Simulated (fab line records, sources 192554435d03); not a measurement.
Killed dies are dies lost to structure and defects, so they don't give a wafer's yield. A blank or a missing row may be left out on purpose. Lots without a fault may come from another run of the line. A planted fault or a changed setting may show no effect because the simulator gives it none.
Which tool did it? | flow n5_finfet | 24 lots, 72 wafers sampled, at 6 steps of a route of 1938

WHAT THE GAUGES READ, wafer by wafer
N5_BEOL_M3_RS_MEAS_58: measures by four-point-probe.
lot  | measured     | on            | M3_RS (ohm/sq)
L074 | day 7 23:17  | film_metro-01 | 0.67 0.66 0.63
L076 | day 8 01:20  | film_metro-01 | 0.69 0.65 0.68
L075 | day 8 03:11  | film_metro-01 | 0.61 0.62 0.59
L077 | day 8 04:16  | film_metro-02 | 0.58 0.61 0.56
L078 | day 8 22:23  | film_metro-02 | 0.68 0.63 0.64
L079 | day 9 01:02  | film_metro-01 | 0.67 0.64 0.64
L080 | day 9 03:20  | film_metro-02 | 0.68 0.64 0.63
L081 | day 9 16:50  | film_metro-02 | 0.66 0.69 0.64
L083 | day 9 22:56  | film_metro-01 | 0.69 0.70 0.66
L082 | day 10 06:54 | film_metro-01 | 0.67 0.60 0.64
L084 | day 10 09:26 | film_metro-02 | 0.68 0.66 0.67
L085 | day 10 12:45 | film_metro-01 | 0.69 0.69 0.69
L087 | day 10 15:53 | film_metro-01 | 0.75 0.69 0.67
L086 | day 10 20:41 | film_metro-01 | 0.69 0.71 0.62
L089 | day 11 05:38 | film_metro-01 | 0.64 0.66 0.60
L088 | day 11 22:36 | film_metro-01 | 0.68 0.69 0.71
L090 | day 11 23:08 | film_metro-01 | 0.71 0.71 0.66
L091 | day 12 03:12 | film_metro-01 | 0.65 0.65 0.62
L092 | day 12 07:28 | film_metro-02 | 0.65 0.67 0.64
L093 | day 12 07:37 | film_metro-02 | 0.67 0.68 0.70
L094 | day 12 19:44 | film_metro-01 | 0.62 0.58 0.61
L095 | day 12 22:30 | film_metro-01 | 0.66 0.66 0.60
L096 | day 13 07:16 | film_metro-02 | 0.68 0.64 0.62
L097 | day 13 11:43 | film_metro-02 | 0.66 0.66 0.68

N5_BEOL_M4_THK_MEAS_01.
lot  | measured     | on            | M4_ILD_THK (nm)
L074 | day 7 23:26  | film_metro-02 | 77.5 78.3 78.3
L076 | day 8 01:28  | film_metro-01 | 78.7 79.1 79.3
L075 | day 8 03:19  | film_metro-02 | 77.6 79.6 79.0
L077 | day 8 04:24  | film_metro-02 | 77.5 79.6 78.9
L078 | day 8 22:31  | film_metro-01 | 77.5 79.2 79.3
L079 | day 9 01:10  | film_metro-01 | 78.0 78.9 78.6
L080 | day 9 03:28  | film_metro-02 | 79.5 79.2 80.4
L081 | day 9 16:58  | film_metro-01 | 77.4 79.5 79.4
L083 | day 9 23:04  | film_metro-01 | 77.5 77.6 80.1
L082 | day 10 07:02 | film_metro-01 | 78.1 78.1 79.6
L084 | day 10 09:34 | film_metro-01 | 76.3 78.5 78.1
L085 | day 10 12:53 | film_metro-02 | 78.8 77.7 78.6
L087 | day 10 16:01 | film_metro-02 | 77.5 79.0 79.4
L086 | day 10 20:49 | film_metro-02 | 77.0 77.6 78.1
L089 | day 11 05:46 | film_metro-01 | 78.5 78.7 79.0
L088 | day 11 22:44 | film_metro-01 | 78.4 78.2 78.5
L090 | day 11 23:16 | film_metro-01 | 76.6 76.7 77.2
L091 | day 12 03:20 | film_metro-01 | 76.0 76.9 77.4
L092 | day 12 07:35 | film_metro-01 | 78.7 78.3 79.9
L093 | day 12 07:44 | film_metro-02 | 78.1 78.7 77.9
L094 | day 12 19:52 | film_metro-02 | 77.2 78.7 78.2
L095 | day 12 22:38 | film_metro-01 | 78.4 78.2 79.8
L096 | day 13 07:24 | film_metro-01 | 77.5 77.9 79.1
L097 | day 13 11:50 | film_metro-02 | 77.2 77.5 79.0

WHICH TOOL RAN EACH LOT (tool, then ch and the chambers of the sampled wafers, then the start)
lot  | N5_BEOL_M3_DEGAS_44          | N5_BEOL_M3_ANNEAL_49         | N5_BEOL_M3_SPUTTER_94        | N5_BEOL_M3_ANNEAL_51
L074 | pvd_sputter-03, day 7 19:55  | pvd_sputter-02, day 7 20:33  | pvd_sputter-02, day 7 22:01  | rtp_anneal-02 ch 0, day 7 22:28
L076 | pvd_sputter-02, day 7 20:01  | pvd_sputter-01, day 7 22:23  | pvd_sputter-01, day 7 23:50  | rtp_anneal-02 ch 0, day 8 00:18
L075 | pvd_sputter-03, day 7 23:46  | pvd_sputter-02, day 8 00:27  | pvd_sputter-02, day 8 01:55  | rtp_anneal-02 ch 0, day 8 02:25
L077 | pvd_sputter-01, day 8 00:18  | pvd_sputter-01, day 8 01:32  | pvd_sputter-01, day 8 03:00  | rtp_anneal-01 ch 0, day 8 03:28
L078 | pvd_sputter-01, day 8 16:46  | pvd_sputter-01, day 8 19:38  | pvd_sputter-01, day 8 21:05  | rtp_anneal-01 ch 0, day 8 21:36
L079 | pvd_sputter-01, day 8 21:38  | pvd_sputter-01, day 8 22:17  | pvd_sputter-01, day 8 23:44  | rtp_anneal-02 ch 0, day 9 00:12
L080 | pvd_sputter-02, day 8 23:56  | pvd_sputter-01, day 9 00:37  | pvd_sputter-01, day 9 02:05  | rtp_anneal-02 ch 0, day 9 02:32
L081 | pvd_sputter-01, day 9 13:19  | pvd_sputter-01, day 9 14:02  | pvd_sputter-01, day 9 15:30  | rtp_anneal-02 ch 0, day 9 15:56
L083 | pvd_sputter-01, day 9 19:12  | pvd_sputter-01, day 9 20:11  | pvd_sputter-01, day 9 21:38  | rtp_anneal-02 ch 0, day 9 22:10
L082 | pvd_sputter-01, day 10 01:16 | pvd_sputter-01, day 10 03:59 | pvd_sputter-01, day 10 05:26 | rtp_anneal-01 ch 0, day 10 05:54
L084 | pvd_sputter-02, day 10 06:01 | pvd_sputter-01, day 10 06:42 | pvd_sputter-01, day 10 08:10 | rtp_anneal-01 ch 0, day 10 08:37
L085 | pvd_sputter-02, day 10 09:20 | pvd_sputter-02, day 10 10:01 | pvd_sputter-02, day 10 11:29 | rtp_anneal-01 ch 0, day 10 11:54
L087 | pvd_sputter-01, day 10 12:26 | pvd_sputter-01, day 10 13:09 | pvd_sputter-01, day 10 14:37 | rtp_anneal-02 ch 0, day 10 15:01
L086 | pvd_sputter-03, day 10 17:08 | pvd_sputter-02, day 10 17:57 | pvd_sputter-02, day 10 19:25 | rtp_anneal-01 ch 0, day 10 19:52
L089 | pvd_sputter-01, day 11 02:12 | pvd_sputter-03, day 11 02:54 | pvd_sputter-03, day 11 04:22 | rtp_anneal-01 ch 0, day 11 04:49
L088 | pvd_sputter-03, day 11 19:02 | pvd_sputter-01, day 11 19:50 | pvd_sputter-01, day 11 21:17 | rtp_anneal-02 ch 0, day 11 21:43
L090 | pvd_sputter-01, day 11 19:26 | pvd_sputter-03, day 11 20:23 | pvd_sputter-03, day 11 21:51 | rtp_anneal-02 ch 0, day 11 22:19
L091 | pvd_sputter-01, day 11 23:29 | pvd_sputter-02, day 12 00:28 | pvd_sputter-02, day 12 01:56 | rtp_anneal-01 ch 0, day 12 02:23
L092 | pvd_sputter-03, day 12 02:59 | pvd_sputter-02, day 12 03:49 | pvd_sputter-02, day 12 05:16 | rtp_anneal-01 ch 0, day 12 05:44
L093 | pvd_sputter-02, day 12 03:01 | pvd_sputter-03, day 12 04:01 | pvd_sputter-03, day 12 05:28 | rtp_anneal-01 ch 0, day 12 05:58
L094 | pvd_sputter-01, day 12 15:44 | pvd_sputter-02, day 12 16:38 | pvd_sputter-02, day 12 18:05 | rtp_anneal-02 ch 0, day 12 18:52
L095 | pvd_sputter-02, day 12 16:09 | pvd_sputter-01, day 12 18:28 | pvd_sputter-01, day 12 19:55 | rtp_anneal-02 ch 0, day 12 21:39
L096 | pvd_sputter-03, day 13 03:32 | pvd_sputter-02, day 13 04:32 | pvd_sputter-02, day 13 06:00 | rtp_anneal-01 ch 0, day 13 06:25
L097 | pvd_sputter-01, day 13 07:55 | pvd_sputter-03, day 13 08:44 | pvd_sputter-03, day 13 10:12 | rtp_anneal-01 ch 0, day 13 10:54
- N5_BEOL_M3_DEGAS_44: time 60 s.
- N5_BEOL_M3_ANNEAL_49: time 240 s.
- N5_BEOL_M3_SPUTTER_94: material Cu, target thk 4.5 nm, time 8.29 s.
- N5_BEOL_M3_ANNEAL_51: time 90 s.

WHAT THE TOOLS THEMSELVES READ (means of the sampled wafers that have a number; where no wafer has one, the mark that the record gives instead)
N5_BEOL_M3_DEGAS_44.
lot  | tool           | heater_power_w (W)
L074 | pvd_sputter-03 | 346
L076 | pvd_sputter-02 | 318
L075 | pvd_sputter-03 | 355
L077 | pvd_sputter-01 | 341
L078 | pvd_sputter-01 | 296
L079 | pvd_sputter-01 | 318
L080 | pvd_sputter-02 | 315
L081 | pvd_sputter-01 | 368
L083 | pvd_sputter-01 | 363
L082 | pvd_sputter-01 | 371
L084 | pvd_sputter-02 | 345
L085 | pvd_sputter-02 | 351
L087 | pvd_sputter-01 | 341
L086 | pvd_sputter-03 | 343
L089 | pvd_sputter-01 | 366
L088 | pvd_sputter-03 | 355
L090 | pvd_sputter-01 | 349
L091 | pvd_sputter-01 | 360
L092 | pvd_sputter-03 | 356
L093 | pvd_sputter-02 | 318
L094 | pvd_sputter-01 | 336
L095 | pvd_sputter-02 | 341
L096 | pvd_sputter-03 | 353
L097 | pvd_sputter-01 | 356

N5_BEOL_M3_ANNEAL_49.
lot  | tool           | heater_power_w (W)
L074 | pvd_sputter-02 | 781
L076 | pvd_sputter-01 | 844
L075 | pvd_sputter-02 | 801
L077 | pvd_sputter-01 | 803
L078 | pvd_sputter-01 | 916
L079 | pvd_sputter-01 | 841
L080 | pvd_sputter-01 | 793
L081 | pvd_sputter-01 | 909
L083 | pvd_sputter-01 | 840
L082 | pvd_sputter-01 | 832
L084 | pvd_sputter-01 | 842
L085 | pvd_sputter-02 | 860
L087 | pvd_sputter-01 | 852
L086 | pvd_sputter-02 | 814
L089 | pvd_sputter-03 | 909
L088 | pvd_sputter-01 | 907
L090 | pvd_sputter-03 | 882
L091 | pvd_sputter-02 | 820
L092 | pvd_sputter-02 | 879
L093 | pvd_sputter-03 | 883
L094 | pvd_sputter-02 | 939
L095 | pvd_sputter-01 | 894
L096 | pvd_sputter-02 | 856
L097 | pvd_sputter-03 | 852

N5_BEOL_M3_SPUTTER_94.
lot  | tool           | throttle_valve_pct (%)
L074 | pvd_sputter-02 | 29.0
L076 | pvd_sputter-01 | 29.3
L075 | pvd_sputter-02 | 29.2
L077 | pvd_sputter-01 | 30.7
L078 | pvd_sputter-01 | 28.7
L079 | pvd_sputter-01 | 29.2
L080 | pvd_sputter-01 | 30.6
L081 | pvd_sputter-01 | 29.5
L083 | pvd_sputter-01 | 29.3
L082 | pvd_sputter-01 | 30.3
L084 | pvd_sputter-01 | 29.2
L085 | pvd_sputter-02 | 30.2
L087 | pvd_sputter-01 | 29.2
L086 | pvd_sputter-02 | 29.0
L089 | pvd_sputter-03 | 29.1
L088 | pvd_sputter-01 | 29.7
L090 | pvd_sputter-03 | 29.6
L091 | pvd_sputter-02 | 28.9
L092 | pvd_sputter-02 | 29.4
L093 | pvd_sputter-03 | 29.6
L094 | pvd_sputter-02 | 29.8
L095 | pvd_sputter-01 | 29.6
L096 | pvd_sputter-02 | 29.9
L097 | pvd_sputter-03 | 29.8

N5_BEOL_M3_ANNEAL_51.
lot  | tool          | wafer_temp_C_max
L074 | rtp_anneal-02 | 225.85
L076 | rtp_anneal-02 | 226.07
L075 | rtp_anneal-02 | 226.10
L077 | rtp_anneal-01 | 226.41
L078 | rtp_anneal-01 | 226.26
L079 | rtp_anneal-02 | 226.06
L080 | rtp_anneal-02 | 226.42
L081 | rtp_anneal-02 | 226.19
L083 | rtp_anneal-02 | 226.10
L082 | rtp_anneal-01 | 226.27
L084 | rtp_anneal-01 | 226.11
L085 | rtp_anneal-01 | 226.35
L087 | rtp_anneal-02 | 226.21
L086 | rtp_anneal-01 | 226.29
L089 | rtp_anneal-01 | 226.44
L088 | rtp_anneal-02 | 226.02
L090 | rtp_anneal-02 | 226.09
L091 | rtp_anneal-01 | 226.23
L092 | rtp_anneal-01 | 226.34
L093 | rtp_anneal-01 | 226.66
L094 | rtp_anneal-02 | 226.25
L095 | rtp_anneal-02 | 226.27
L096 | rtp_anneal-01 | 226.57
L097 | rtp_anneal-01 | 226.66

THE ANSWER, worked out from the rows above alone
Rule: what is usual is taken from the lots themselves. Put in order of their means at a reading, lots are off if they are a third of the lots or fewer, leave a main group of 4 or more, and stand apart from it by a gap of 3 or more times the standard deviation of the main group's means; of several such gaps the widest counts. A main group whose means are all the same, to the digits that the tables above print for the reading, isn't used. A lot without any number at a reading at which 4 lots or more have one is off too. The other lots that the step has rows for count as sound. The gauges are gone through in route order, then the tools' own readings, and for those a lot's mean is taken as printed above. The first step at which some lot is off is used, and at that step the reading that is off furthest; a lot without a number counts as furthest.
No lot is off at any reading shown: from this, nothing can be told.

WHAT THE SIMULATOR HAD PUT IN
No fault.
